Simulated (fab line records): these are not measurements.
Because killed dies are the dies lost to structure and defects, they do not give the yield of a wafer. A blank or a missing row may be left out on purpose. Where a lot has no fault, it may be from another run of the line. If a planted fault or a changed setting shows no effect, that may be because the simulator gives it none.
fab line records    flow nand-harc
[record] lots = 6  wafers = 18  last-day = 24
route steps=1159 shown A_WL_FILL@813 A_CONTACT@840 END@1159
lots that met no fault: taken from a fault-free run of the same line
start-h: hours from the record's first day to the start of the lot's first wafer shown    wait-h: time in hours since the lot's previous step    " same as the row above    L1.1+2: several wafers, shown together as one row    - either no value or no given start    * or withheld: withheld    < > ~ a bound
route shown NAME@n: names a module that has steps shown in the file, with the first one's number in the route    usual: mean and standard deviation over wafers with no fault    same: alike in all rows    chamber/n: place in a boat    sites: readings site by site    _std_site: their standard deviation    _edge_site: outer sites' mean less inner sites'    radius-mm: how far each site lies from the wafer's centre    mask NAME#n: copy n    behind: the most recent tool/chamber to have shaped the wafer    hold: why the lot was held/for how many hours/how that ended    device: names the non-switching transistor (n, p or np)    end of line: the route-end tests of the same wafers    a step without rows: its recipe alone    killed: at the first sort, the dies lost to defects and structure; wafer yield is something else    map: the dies of a wafer, with x for killed, . for not killed, _ for no die there
set.NAME: the setting as run; set.NAME@STEP: as run at that earlier step    model.NAME: the simulator's own value behind a step, which no gauge read
lots seen at some steps along the route; tables by step, rows by wafer
services: a tool's chamber out of use, with start hour (start-h, from the record's first day; less than 0 if before it), hours out, and reason
[[steps]]
[step NHARC_A_WL_FILL_CVD_03]
[recipe] target-thk-a = 400  temp-c = 300  pressure-torr = 40  wf6-flow-sccm = 40  h2-flow-sccm = 1600  ar-flow-sccm = 1560  time-s = 3302  material = W
[step NHARC_A_WL_FILL_ETCHBACK_04]
[recipe] target-depth-a = 600  time-s = 120  chemistry = NF3
[step NHARC_A_WL_FILL_ETCHBACK_05]
[recipe] target-depth-a = 220  time-s = 60  temp-c = 40  chemistry = Cl2/BCl3
[step NHARC_A_WL_FILL_STRIP_27]
[recipe] power-w = 1500  temp-c = 250  time-s = 20  chemistry = N2/H2
[usual] drypump-motor-current-A = 5.4/0.35  heater-power-w = 320/35
lot.wafer  tool             chamber  start-h  wait-h  drypump-motor-current-A  heater-power-w  rf-hours-counter-h
L765.1     plasma-asher-02  1        328.86   0.2     5.8                      346             45
L765.2     "                0        "        "       5.8                      331             45
L765.3     "                0        "        "       5.8                      341             -
L767.2     plasma-asher-01  0        346.45   0.2     5.0                      351             22
L767.5     "                1        "        "       5.2                      255             -
L767.6     "                0        "        "       5.0                      338             -
L773.2     plasma-asher-02  0        395.33   0.3     5.8                      342             8
L773.3     "                1        "        "       5.8                      330             -
L773.6     "                1        "        "       5.8                      333             -
L776.2     plasma-asher-02  1        403.37   0.2     5.8                      339             12
L776.4     "                1        "        "       5.8                      337             -
L776.5     "                1        "        "       5.8                      335             -
L786.2     plasma-asher-02  1        459.74   0.4     5.8                      336             32
L786.5     "                0        "        "       5.8                      351             -
L786.6     "                1        "        "       5.8                      337             -
L787.1     plasma-asher-02  0        476.84   0.1     5.8                      342             36
L787.3     "                1        "        "       5.8                      326             -
L787.5     "                0        "        "       5.8                      344             -
[step NHARC_A_WL_FILL_STRIP_28]
[recipe] time-s = 1200  temp-c = 72.5  chemistry = post-etch-residue-remover
[step NHARC_A_WL_FILL_PRECLEAN_06]
[recipe] time-s = 300  chemistry = DIW
[step NHARC_A_WL_FILL_SRD_07]
[step NHARC_A_WL_FILL_ANNEAL_08]
[recipe] temp-c = 450  time-s = 1800
[step NHARC_A_WL_FILL_ALD_10]
[recipe] target-thk-a = 500  pulse-time-s = 10  ald-cycles = 500  temp-c = 300  material = SiO2
[step NHARC_A_WL_FILL_ETCHBACK_16]
[recipe] target-depth-a = 880  time-s = 17.6  c4f8-flow-sccm = withheld  o2-flow-sccm = 8  ar-flow-sccm = withheld  rf-w = 600  bias-w = 800  chemistry = C4F8/O2/Ar
[usual] oes-product-au = 0.989/0.025  rf-fwd-power-W = 588.4/2.8  rf-vpp-V = 723/4.2
lot.wafer  tool         chamber  start-h  wait-h  oes-product-au  rf-fwd-power-W  rf-hours-counter-h  rf-vpp-V
L765.3     rie-diel-08  0        -        -       1.008           589.3           1.1                 725
L765.2     "            1        "        "       0.999           587.2           1.0                 721
L765.1     "            2        "        "       0.997           587.5           0.8                 729
L767.2     rie-diel-07  3        -        -       1.010           592.8           7.6                 716
L767.6     "            3        "        "       1.005           591.4           -                   718
L767.5     "            0        "        "       1.005           586.0           -                   724
L773.3     rie-diel-08  2        -        -       0.993           589.9           2.7                 732
L773.2     "            0        "        "       1.013           590.0           2.8                 725
L773.6     "            1        "        "       1.000           586.2           -                   720
L776.4     rie-diel-08  1        -        -       1.000           586.5           2.8                 719
L776.2     "            2        "        "       0.985           587.1           2.9                 729
L776.5     "            1        "        "       0.993           586.9           -                   722
L786.2     rie-diel-10  2        -        -       1.000           591.3           4.7                 731
L786.5     "            0        "        "       0.993           587.3           -                   719
L786.6     "            1        "        "       1.010           584.8           -                   721
L787.1     rie-diel-07  2        -        -       0.994           588.8           4.5                 724
L787.3     "            0        "        "       0.995           590.7           4.8                 722
L787.5     "            2        "        "       0.998           592.5           -                   725
[step NHARC_A_WL_FILL_STRIP_29]
[recipe] time-s = 20  o2-flow-sccm = 500  ar-flow-sccm = 0  bias-w = 0  chemistry = O2
[usual] drypump-motor-current-A = 5.7/0.42  oes-product-au = 1.001/0.007  rf-vpp-V = 57.8/1  showerhead-plenum-p-Torr = 3.52/0.14  throttle-valve-pct = 17.037/0.0091
lot.wafer  tool         chamber  start-h  wait-h  drypump-motor-current-A  oes-product-au  rf-hours-counter-h  rf-vpp-V  showerhead-plenum-p-Torr  throttle-valve-pct
L765.2     rie-diel-08  1        340.49   0.1     6.2                      1.003           1.0                 57.6      3.43                      17.035
L765.3     "            2        "        "       5.1                      1.001           0.8                 58.4      3.77                      17.015
L765.1     "            0        "        "       6.0                      1.017           1.1                 58.2      3.56                      17.037
L767.2     rie-diel-07  1        356.26   0.1     5.6                      1.004           7.7                 58.8      3.47                      17.033
L767.5     "            1        "        "       5.6                      0.996           -                   57.2      3.47                      17.046
L767.6     "            2        "        "       6.1                      0.992           -                   58.1      3.54                      17.029
L773.3     rie-diel-08  0        408.85   0.5     6.0                      1.002           2.8                 58.8      3.56                      17.029
L773.2     "            2        "        "       5.1                      1.006           2.7                 59.9      3.77                      17.027
L773.6     "            0        "        "       6.0                      1.001           -                   58.7      3.56                      17.041
L776.2     rie-diel-08  0        415.47   0.1     6.0                      0.998           3.0                 58.7      3.56                      17.036
L776.4     "            2        "        "       5.1                      0.988           2.9                 56.6      3.77                      17.049
L776.5     "            0        "        "       6.0                      1.004           -                   57.1      3.56                      17.036
L786.2     rie-diel-10  3        472.30   0.1     5.5                      0.995           4.6                 57.1      3.55                      17.032
L786.6     "            2        "        "       5.2                      1.004           -                   59.0      3.78                      17.037
L786.5     "            3        "        "       5.6                      0.993           -                   58.0      3.55                      17.041
L787.3     rie-diel-07  1        487.09   0.1     5.7                      0.993           5.0                 57.5      3.46                      17.025
L787.1     "            3        "        "       5.7                      1.000           3.9                 57.8      3.33                      17.027
L787.5     "            1        "        "       5.7                      1.003           -                   58.4      3.46                      17.031
[step NHARC_A_WL_FILL_ETCHBACK_17]
[recipe] target-depth-a = 40  time-s = 26.7  chemistry = Cl2/BCl3
[usual] drypump-motor-current-A = 5.5/0.49  oes-product-au = 1.005/0.0074
lot.wafer  tool          chamber  start-h  wait-h  drypump-motor-current-A  oes-product-au  rf-hours-counter-h
L765.1     rie-metal-02  1        340.57   -       4.7                      1.015           3.5
L765.2     "             0        "        "       5.6                      1.008           3.5
L765.3     "             0        "        "       5.6                      1.005           -
L767.2     rie-metal-01  1        356.35   -       6.1                      1.021           0.7
L767.6     "             1        "        "       6.0                      1.014           -
L767.5     "             0        "        "       6.0                      1.005           -
L773.2     rie-metal-03  1        408.95   -       5.2                      1.006           4.2
L773.3     "             1        "        "       5.2                      0.999           -
L773.6     "             1        "        "       5.2                      1.006           -
L776.2     rie-metal-01  1        415.56   -       6.0                      1.017           2.3
L776.4     "             1        "        "       6.0                      1.025           -
L776.5     "             1        "        "       6.0                      1.023           -
L786.2     rie-metal-03  1        472.38   -       5.2                      1.003           0
L786.6     "             1        "        "       5.2                      1.008           -
L786.5     "             0        "        "       5.4                      1.009           -
L787.1     rie-metal-02  0        487.19   -       5.6                      1.000           2.7
L787.3     "             0        "        "       5.6                      1.000           -
L787.5     "             1        "        "       4.7                      1.011           -
[step NHARC_A_WL_FILL_PRECLEAN_18]
[recipe] time-s = 30  chemistry = dHF
[step NHARC_A_WL_FILL_SRD_21]
[step NHARC_A_WL_FILL_CVD_23]
[recipe] target-thk-a = 400  temp-c = 620  pressure-mtorr = 200  time-s = 800  material = poly-Si
[step NHARC_A_WL_FILL_ETCHBACK_26]
[recipe] target-depth-a = 520  time-s = 13.3  hbr-flow-sccm = 150  rf-w = 350  icp-w = 350  bias-w = 60  chemistry = HBr
[step NHARC_A_WL_FILL_PRECLEAN_30]
[recipe] time-s = 10  chemistry = dHF
[step NHARC_A_WL_FILL_SRD_14]
[step NHARC_A_WL_FILL_ALD_19]
[recipe] target-thk-a = 20  pulse-time-s = 3  ald-cycles = 100  temp-c = 450  material = TiN
[step NHARC_A_WL_FILL_CVD_20]
[recipe] target-thk-a = 750  temp-c = 300  pressure-torr = 40  wf6-flow-sccm = 40  h2-flow-sccm = 1600  ar-flow-sccm = 1560  time-s = 5064  material = W
[usual] heater-power-outer-w = 241/7.8  heater-power-w = 424/25  mfc-h2-sccm = 1599/4.7  throttle-valve-pct = 8.0/0.32
lot.wafer  tool      chamber  start-h  wait-h  heater-power-outer-w  heater-power-w  mfc-h2-sccm  throttle-valve-pct
L765.1     cvd-w-02  1        -        -       247                   460             1597         8.0
L765.2     "         0        "        "       232                   419             1602         7.7
L765.3     "         0        "        "       247                   425             1610         7.7
L767.2     cvd-w-02  0        -        -       241                   420             1605         7.5
L767.6     "         1        "        "       255                   455             1595         8.0
L767.5     "         0        "        "       243                   423             1602         7.6
L773.2     cvd-w-01  1        -        -       244                   446             1587         8.2
L773.3     "         0        "        "       239                   397             1600         8.4
L773.6     "         0        "        "       235                   390             1603         8.1
L776.2     cvd-w-01  1        -        -       244                   434             1595         8.6
L776.4     "         1        "        "       243                   450             1596         8.6
L776.5     "         0        "        "       230                   404             1601         8.3
L786.2     cvd-w-02  0        -        -       234                   402             1603         7.8
L786.5     "         1        "        "       252                   455             1596         8.1
L786.6     "         0        "        "       239                   407             1600         7.4
L787.1     cvd-w-02  1        -        -       253                   452             1596         7.9
L787.3     "         1        "        "       247                   457             1609         8.0
L787.5     "         0        "        "       236                   405             1595         7.7
[step NHARC_A_WL_FILL_CMP_12]
[recipe] t-overpolish-s = 30  target-thk-nm = 75
[usual] edge-zone-pressure-frac = 1.001/0.005  motor-current-A = 12.1/1.1  overpolish-run-s = 30.001/0.0085  slurry-filter-dp-kPa = 13.51/0.13  time-to-endpoint-s = 14.6/2.1
lot.wafer  tool    chamber  start-h  wait-h  edge-zone-pressure-frac  motor-current-A  overpolish-run-s  slurry-filter-dp-kPa  time-to-endpoint-s
L765.3     cmp-04  3        350.86   2.2     1.013                    11.4             30.009            13.48                 16.2
L765.1     "       0        "        "       1.004                    12.9             30.007            13.34                 12.5
L765.2     "       2        "        "       1.000                    11.2             30.016            13.25                 12.7
L767.2     cmp-04  3        367.20   3.6     1.005                    10.1             29.989            13.50                 14.8
L767.6     "       3        "        "       0.993                    10.6             30.004            13.74                 13.8
L767.5     "       0        "        "       0.995                    12.5             29.988            13.39                 14.7
L773.3     cmp-02  0        421.24   2.2     1.010                    12.3             30.003            13.40                 16.1
L773.2     "       2        "        "       0.992                    13.0             30.010            13.46                 16.9
L773.6     "       1        "        "       1.002                    12.2             29.994            13.69                 17.8
L776.4     cmp-01  0        426.43   2.9     1.001                    12.3             30.007            13.47                 12.4
L776.2     "       3        "        "       0.995                    14.8             29.998            13.60                 16.8
L776.5     "       1        "        "       1.002                    11.9             29.999            13.58                 13.1
L786.2     cmp-02  0        487.53   3.7     1.002                    11.7             30.011            13.39                 17.8
L786.6     "       1        "        "       1.001                    12.6             30.012            13.49                 16.3
L786.5     "       2        "        "       1.002                    12.5             30.018            13.42                 15.3
L787.1     cmp-01  3        499.94   3.6     0.996                    15.4             29.994            13.59                 13.8
L787.3     "       0        "        "       1.006                    12.5             29.998            13.53                 13.2
L787.5     "       0        "        "       0.997                    12.4             30.006            13.44                 11.5
[step NHARC_A_WL_FILL_SRD_31]
[step NHARC_A_CONTACT_DEP_24]
[recipe] target-thk-a = 5000  temp-c = 400  pressure-torr = 6.5  rf-w = 900  teos-flow-sccm = 161.4  flow-sccm = 2650  target-thk-nm = 500  gas = O2  material = SiO2
[step NHARC_A_CONTACT_DEP_28]
[recipe] target-thk-a = 36000  temp-c = 400  material = aC
[step NHARC_A_CONTACT_DEP_29]
[recipe] target-thk-a = 700  target-thk-nm = 70  temp-c = 400  pressure-torr = 3.5  flow-sccm = 200  rf-w = 350  material = SiON
[step NHARC_A_CONTACT_DEHYDRATE_32]
[recipe] temp-c = 150  time-s = 120
[step NHARC_A_CONTACT_HMDS_33]
[recipe] time-s = 30
[step NHARC_A_CONTACT_COAT_34]
[recipe] temp-c = 260  time-s = 75
[step NHARC_A_CONTACT_COAT_35]
[recipe] temp-c = 225  time-s = 65
[step NHARC_A_CONTACT_COAT_36]
[recipe] spin-rpm = 1500  resist-thk-nm = 90
[step NHARC_A_CONTACT_SOFTBAKE_37]
[recipe] temp-c = 105  time-s = 55
[step NHARC_A_CONTACT_EBR_38]
[step NHARC_A_CONTACT_EXPOSE_39]
[recipe] na = 1.35  sigma-outer = 0.8  dose-mj = 58.79  mask-id = A_CC_3
[step NHARC_A_CONTACT_PEB_40]
[recipe] peb-temp-c = 100  peb-time-s = 65
[step NHARC_A_CONTACT_DEVELOP_41]
[recipe] develop-time-s = 35  dev-temp-c = 23
[step NHARC_END_SORT_01]
[recipe] temp-c = 25
[usual] killed-at-array = 27/11  killed-at-other = 0.8/1.1  killed-at-periphery = 2.8/1.9  killed-dies = 30/11  killed-open = 3.3/1.8  killed-short = 2.3/1.5
[same] gross-dies = 677
lot.wafer  tool       chamber  start-h  wait-h  killed-at-array  killed-at-other  killed-at-periphery  killed-dies  killed-open  killed-short
L767.2     prober-01  0        453.68   2.8     25               0                5                    30           3            3
L767.5     prober-01  0        456.11   3.7     22               1                2                    25           7            3
L767.6     prober-01  0        456.91   4.0     16               1                7                    24           4            3
L773.3     prober-02  0        491.38   3.1     50               1                3                    54           6            2
L773.6     prober-02  0        493.79   4.0     69               2                2                    73           4            3
L776.2     prober-01  0        504.25   2.8     56               3                4                    63           3            2
L776.5     prober-01  0        506.64   3.7     59               2                1                    62           5            3
// killed by level:class
L767.2 A_SLIT:chamber-film-flake=9 P_GATE:chamber-film-flake=3 A_WL_FILL:chamber-film-flake=3 A_BLC:chamber-film-flake=3 A_CHANNEL_FILL_D1:geometric-particle:short=2 A_BLC:geometric-particle:open=2 A_CHANNEL_HOLE_D1:chamber-film-flake=2 A_CONTACT:chamber-film-flake=2
L767.5 A_SLIT:chamber-film-flake=5 A_CONTACT:geometric-particle:open=3 A_CHANNEL_HOLE_D1:chamber-film-flake=2 A_STAIRCASE:chamber-film-flake=2 A_BLC:chamber-film-flake=2 A_ONON_D1:geometric-particle:short=1 A_ONON_D1:geometric-particle:open=1 A_CHANNEL_FILL_D1:geometric-particle:short=1
L767.6 A_SLIT:chamber-film-flake=5 P_STI:chamber-film-flake=4 A_WL_FILL:chamber-film-flake=4 P_STI:geometric-particle:short=1 P_GATE:geometric-particle:open=1 A_ONON_D1:geometric-particle:open=1 A_CHANNEL_HOLE_D1:geometric-particle:short=1 A_CHANNEL_FILL_D1:geometric-particle:short=1
L773.3 A_WL_FILL:unspecified=28 A_CHANNEL_HOLE_D1:chamber-film-flake=9 A_SLIT:chamber-film-flake=4 A_CONTACT:geometric-particle:open=3 A_CONTACT:chamber-film-flake=2 P_M0:geometric-particle:short=1 P_M0:geometric-particle:open=1 A_WL_FILL:geometric-particle:short=1
L773.6 A_WL_FILL:unspecified=34 A_CHANNEL_HOLE_D1:chamber-film-flake=11 A_SLIT:chamber-film-flake=8 A_STAIRCASE:chamber-film-flake=4 A_CONTACT:chamber-film-flake=4 A_WL_FILL:geometric-particle:short=2 P_STI:chamber-film-flake=2 THIN_TSV:chamber-film-flake=2
L776.2 A_WL_FILL:unspecified=31 A_CHANNEL_HOLE_D1:chamber-film-flake=15 A_STAIRCASE:chamber-film-flake=6 THIN_TSV:chamber-film-flake=2 P_STI:geometric-particle:short=1 P_CONTACT:geometric-particle:open=1 P_M0:geometric-particle:open=1 A_STAIRCASE:geometric-particle:open=1
L776.5 A_WL_FILL:unspecified=28 A_CHANNEL_HOLE_D1:chamber-film-flake=18 A_WL_FILL:chamber-film-flake=4 A_WL_FILL:geometric-particle:short=2 A_STAIRCASE:chamber-film-flake=2 P_CONTACT:geometric-particle:open=1 A_ONON_D1:geometric-particle:open=1 A_SGD_CUT:geometric-particle:open=1
// map L773.6 (x killed, . not)
____________x____________
_________x.xxx.._________
_______...xx...x.._______
______....x........______
_____....x.x........_____
____.........x.......____
____.................____
___.......xx..........___
___...................___
__..........x..........__
__....x................__
_.x....................._
_x.x...................._
_xx....................._
_xx......x.............._
_xx....................._
xxxxx.................x..
xxxx.....................
xxx......................
xxxx.....................
xxxx..............x....x.
_xxx...................x_
_xx..............x......_
_..x...............x...._
_x......................_
_.................x....._
__.x...................__
__.....................__
___...................___
___x.x.........x......___
____.................____
____xx..........x....____
_____x.x..........x._____
______x............______
_______x.....x...._______
_________......._________
____________.____________
// map L776.2 (x killed, . not)
____________.____________
_________....xx._________
_______......xx..._______
______.......x.....______
_____......x........_____
____.................____
____.................____
___.......x...........___
___...................___
__.................x...__
__.....................__
_......................._
_..............x........_
_xx....................._
_xxx...................._
_xx.............x......._
xxx......................
xxxxx..............x.....
xxxxx.............x......
xxxx.....................
xxxxx..x.................
_xxxxx.................._
_xxxx..................._
_x.x..x................._
_.xx.x.................._
_...x..................._
__...x.................__
__.....................__
___................x..___
___...................___
____.................____
____.....x...........____
_____....x.........._____
______...........x.______
_______..........._______
_________......._________
____________.____________
[[services]]
tool             chamber  start-h  hours  kind
cmp-04           -        306.26   1.7    repair
cmp-02           -        308.61   1.2    repair
cmp-02           -        324.55   4.0    pm
rie-diel-07      2        328.83   3.9    repair
rie-metal-01     -        332.00   9.0    pm
cmp-01           -        336.35   10.8   repair
rie-diel-10      -        353.50   9.0    pm
cmp-02           -        356.29   2.2    repair
cmp-04           -        360.08   0.6    repair
plasma-asher-02  -        360.17   9.0    pm
cmp-02           -        371.54   0.8    repair
cmp-01           -        375.50   4.0    pm
cvd-w-02         -        377.54   13.0   pm
cmp-04           -        378.84   1.7    repair
cmp-02           -        380.14   0.9    repair
rie-diel-08      1        380.56   2.8    repair
rie-diel-07      -        382.85   1.6    repair
rie-metal-02     -        388.03   9.0    pm
cmp-04           -        399.00   4.0    pm
rie-diel-07      -        404.39   0.3    repair
rie-diel-07      -        405.23   9.0    pm
rie-diel-08      0        450.57   13.5   repair
rie-diel-08      -        478.80   9.0    pm
rie-diel-07      3        479.40   4.8    repair
[[key]]
[first-sign] step = NHARC_END_SORT_01  reading = killed-dies  direction = up  sigmas = 3  usual = 30  struck = 63
[effect] step = NHARC_END_SORT_01  reading = killed-at-array  direction = up  sigmas = 2.9  usual = 27  struck = 58
[more-kills-born-at] NHARC_A_WL_FILL_STRIP_29@rie-diel-08 = 121
met-at NHARC_A_WL_FILL_STRIP_29
struck-wafers L773.3,L773.6,L776.2,L776.5
tester-left-out L773,L776
onset-between 340.49 408.85
[fault] kind = chamber-particle-source  tool = rie-diel-08  chamber = 0  onset-h = 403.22  steps = NHARC_A_WL_FILL_STRIP_29  rate-per-visit-cm2 = 0.5907  end-h = 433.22
// tester-left-out: of these lots the tester's yield and bins aren't shown, on N5 and GAA mostly nor the transistor test; their killed dies are dies lost to structure and defects alone, not to doping, threshold or leakage, so they don't give the yield
